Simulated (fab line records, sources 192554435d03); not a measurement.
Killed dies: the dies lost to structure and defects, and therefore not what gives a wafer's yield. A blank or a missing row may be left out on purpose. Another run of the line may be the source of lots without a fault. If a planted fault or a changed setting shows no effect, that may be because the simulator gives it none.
Matching of chambers | flow n5_finfet | N5_BEOL_M3_PRE_CLEAN_60 on cvd_co-01 has 3 sister chambers
The step time 15 s. 6 wafers are shown with their chamber, then 6 later ones without.

WAFERS PAIRED WITH THEIR CHAMBERS
wafer  | chamber | heater_power_w (W)
L787.5 | 2       | 88
L791.6 | 2       | 85
L793.3 | 0       | 105
L793.6 | 1       | 67
L792.2 | 1       | 68
L792.3 | 0       | 103

WAFERS WHOSE CHAMBER IS MISSING
wafer  | heater_power_w (W)
L792.4 | 86
L802.4 | 88
L802.6 | 65
L800.1 | 68
L800.4 | 102
L800.6 | 86

EACH ONE'S CHAMBER
wafer  | from the rows above | in truth
L792.4 | 2                   | 2
L802.4 | 2                   | 2
L802.6 | 1                   | 1
L800.1 | 1                   | 1
L800.4 | 0                   | 0
L800.6 | 2                   | 2
Placed correctly: 6 of 6. Number that these rows cannot place: 0. Placed wrongly: 0.
How it was worked out, from the rows above alone: a wafer's distance from a chamber is the root of the sum, over the readings, of the square of ((its reading less the chamber's mean) divided by the reading's scatter). The wafer belongs to the nearest chamber; if the next one is less than 2 further off, it can't be placed. For every chamber, the mean is computed from those of its wafers that are shown. The scatter: take each reading less its chamber's mean, square it, sum over the shown wafers, divide by the number of wafers less the number of chambers, and take the root.
